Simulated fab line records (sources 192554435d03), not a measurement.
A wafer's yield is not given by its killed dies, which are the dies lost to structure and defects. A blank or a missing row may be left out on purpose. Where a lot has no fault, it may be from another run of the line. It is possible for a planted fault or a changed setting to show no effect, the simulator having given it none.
Split-lot trial :: flow n5 finfet :: 7 lots, 21 wafers read, on a route of 1938 steps

== THE SPLIT ITSELF ==
At N5_GATE_CUT_DESCUM_18 (chemistry O2, time 7 s), the setting time s was moved away from the recipe's 7 s on 6 of the 21 wafers read, by -11.5% to +21.3%. For the rest of the wafers, this setting stayed at what the recipe calls for.

== BETWEEN THE SPLIT AND THE READING: the file shows 1 step in between ==
- N5_GATE_CUT_ETCH_28: etches underlayer in N2/H2, target depth 13 nm, time 10.4 s

== THE READING ==
CAR-EUV_of_GATE_CUT_COAT_07.thk nm (the simulator's own value, which no gauge read), in nm, at N5_GATE_CUT_ETCH_36 (etches SiARC in CF4, target depth 13 nm, time 21.7 s). There is no usual value for it anywhere in the file. Average 6.9 nm, standard deviation 0.15 nm, over the 15 wafers here run with the recipe.

wafer: L074.3
tool, chamber at the split: rie diel-01, 1
time s as run, s: 8.304
against the recipe: +18.6%
CAR-EUV_of_GATE_CUT_COAT_07.thk nm, nm: 6.2
against lot-mates on the recipe: -0.8

wafer: L074.4
tool, chamber at the split: rie diel-01, 0
time s as run, s: 7
against the recipe: recipe
CAR-EUV_of_GATE_CUT_COAT_07.thk nm, nm: 6.8
against lot-mates on the recipe: -

wafer: L074.6
tool, chamber at the split: rie diel-01, 2
time s as run, s: 7
against the recipe: recipe
CAR-EUV_of_GATE_CUT_COAT_07.thk nm, nm: 7.2
against lot-mates on the recipe: -

wafer: L077.1
tool, chamber at the split: rie diel-01, 0,2
time s as run, s: 7
against the recipe: recipe
CAR-EUV_of_GATE_CUT_COAT_07.thk nm, nm: 6.8
against lot-mates on the recipe: -

wafer: L077.2
tool, chamber at the split: rie diel-01, 0,2
time s as run, s: 7
against the recipe: recipe
CAR-EUV_of_GATE_CUT_COAT_07.thk nm, nm: 7
against lot-mates on the recipe: -

wafer: L077.5
tool, chamber at the split: rie diel-01, 2
time s as run, s: 7
against the recipe: recipe
CAR-EUV_of_GATE_CUT_COAT_07.thk nm, nm: 7
against lot-mates on the recipe: -

wafer: L078.3
tool, chamber at the split: rie diel-03, 2
time s as run, s: 6.197
against the recipe: -11.5%
CAR-EUV_of_GATE_CUT_COAT_07.thk nm, nm: 7.4
against lot-mates on the recipe: +0.6

wafer: L078.5
tool, chamber at the split: rie diel-03, 3,2
time s as run, s: 7
against the recipe: recipe
CAR-EUV_of_GATE_CUT_COAT_07.thk nm, nm: 6.8
against lot-mates on the recipe: -

wafer: L078.6
tool, chamber at the split: rie diel-03, 3,2
time s as run, s: 7
against the recipe: recipe
CAR-EUV_of_GATE_CUT_COAT_07.thk nm, nm: 6.8
against lot-mates on the recipe: -

wafer: L081.1
tool, chamber at the split: rie diel-03, 0
time s as run, s: 7
against the recipe: recipe
CAR-EUV_of_GATE_CUT_COAT_07.thk nm, nm: 7.2
against lot-mates on the recipe: -

wafer: L081.2
tool, chamber at the split: rie diel-03, 1,3
time s as run, s: 7
against the recipe: recipe
CAR-EUV_of_GATE_CUT_COAT_07.thk nm, nm: 7.2
against lot-mates on the recipe: -

wafer: L081.4
tool, chamber at the split: rie diel-03, 1,3
time s as run, s: 7
against the recipe: recipe
CAR-EUV_of_GATE_CUT_COAT_07.thk nm, nm: 7
against lot-mates on the recipe: -

wafer: L082.4
tool, chamber at the split: rie diel-01, 2
time s as run, s: 8.449
against the recipe: +20.7%
CAR-EUV_of_GATE_CUT_COAT_07.thk nm, nm: 6.2
against lot-mates on the recipe: -0.7

wafer: L082.5
tool, chamber at the split: rie diel-01, 1,0
time s as run, s: 7
against the recipe: recipe
CAR-EUV_of_GATE_CUT_COAT_07.thk nm, nm: 7
against lot-mates on the recipe: -

wafer: L082.6
tool, chamber at the split: rie diel-01, 1,0
time s as run, s: 7
against the recipe: recipe
CAR-EUV_of_GATE_CUT_COAT_07.thk nm, nm: 6.8
against lot-mates on the recipe: -

wafer: L084.2
tool, chamber at the split: rie diel-05, 2
time s as run, s: 7
against the recipe: recipe
CAR-EUV_of_GATE_CUT_COAT_07.thk nm, nm: 6.8
against lot-mates on the recipe: -

wafer: L084.5
tool, chamber at the split: rie diel-05, 2
time s as run, s: 8.493
against the recipe: +21.3%
CAR-EUV_of_GATE_CUT_COAT_07.thk nm, nm: 6.2
against lot-mates on the recipe: -0.6

wafer: L084.6
tool, chamber at the split: rie diel-05, 3
time s as run, s: 8.493
against the recipe: +21.3%
CAR-EUV_of_GATE_CUT_COAT_07.thk nm, nm: 6.4
against lot-mates on the recipe: -0.4

wafer: L095.1
tool, chamber at the split: rie diel-05, 3
time s as run, s: 6.456
against the recipe: -7.8%
CAR-EUV_of_GATE_CUT_COAT_07.thk nm, nm: 7.4
against lot-mates on the recipe: +0.5

wafer: L095.2
tool, chamber at the split: rie diel-05, 0,2
time s as run, s: 7
against the recipe: recipe
CAR-EUV_of_GATE_CUT_COAT_07.thk nm, nm: 7
against lot-mates on the recipe: -

wafer: L095.3
tool, chamber at the split: rie diel-05, 0,2
time s as run, s: 7
against the recipe: recipe
CAR-EUV_of_GATE_CUT_COAT_07.thk nm, nm: 6.8
against lot-mates on the recipe: -
If several chambers appear in one row, that row covers several wafers at once and the file leaves open which wafer was in which chamber.

THE FIT
A straight line over all 21 wafers: CAR-EUV_of_GATE_CUT_COAT_07.thk nm changes by -0.0355 nm for each +1% of time s; r = -0.91; the points scatter about the line by 0.15 nm.
The same after taking each lot's own level away (the mean of its wafers on the recipe; 21 wafers): -0.0339 nm for each +1%; r = -0.91; scatter 0.14 nm.
The reading moves by 0.72 nm for the largest change in time s, on that fit.
The lots' own levels span 6.80 to 7.13 nm, that is 2.2 times the standard deviation above.
Hence the lot-to-lot level has little effect on the slope; both slopes agree.
Check: -0.718 nm against its lot-mates is what the line predicts for one of the wafers moved furthest among these (+21.3%) when that wafer is left out of the fit. Against them it came out at -0.6 nm.

== THESE WAFERS: OTHER SPLITS ==
Note: prior to the reading, these wafers also went through further splits. Each is held against what the fit with the lots' levels taken away leaves over:
other split on the same wafers: N5_SDB_COAT_03 spin rpm
wafers away from the commonest value: 7
r with CAR-EUV_of_GATE_CUT_COAT_07.thk nm (lot level and that fit taken away): -0.15

other split on the same wafers: N5_SDB_ETCH_25 time s
wafers away from the commonest value: 11
r with CAR-EUV_of_GATE_CUT_COAT_07.thk nm (lot level and that fit taken away): -0.07

other split on the same wafers: N5_GATE_CUT_ETCH_58 time s
wafers away from the commonest value: 4
r with CAR-EUV_of_GATE_CUT_COAT_07.thk nm (lot level and that fit taken away): +0.36

== THE WHOLE CHAIN: every reading that the file lists as answering this split, in the file's order ==
step: N5_GATE_CUT_DESCUM_18
what it does: chemistry O2, time 7 s
reading: CAR-EUV_of_GATE_CUT_COAT_07.thk nm (the simulator's own value, which no gauge read)
change (the file's fit): -0.0338 nm for each +1% of the setting
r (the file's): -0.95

step: N5_GATE_CUT_ETCH_36
what it does: etches SiARC in CF4, target depth 13 nm, time 21.7 s
reading: CAR-EUV_of_GATE_CUT_COAT_07.thk nm (the simulator's own value, which no gauge read)
change (the file's fit): -0.0357 nm for each +1% of the setting
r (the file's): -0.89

== THE FILE'S OWN FIT ==
CAR-EUV_of_GATE_CUT_COAT_07.thk nm changes by -0.0357 nm for each +1% of time s, r = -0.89.
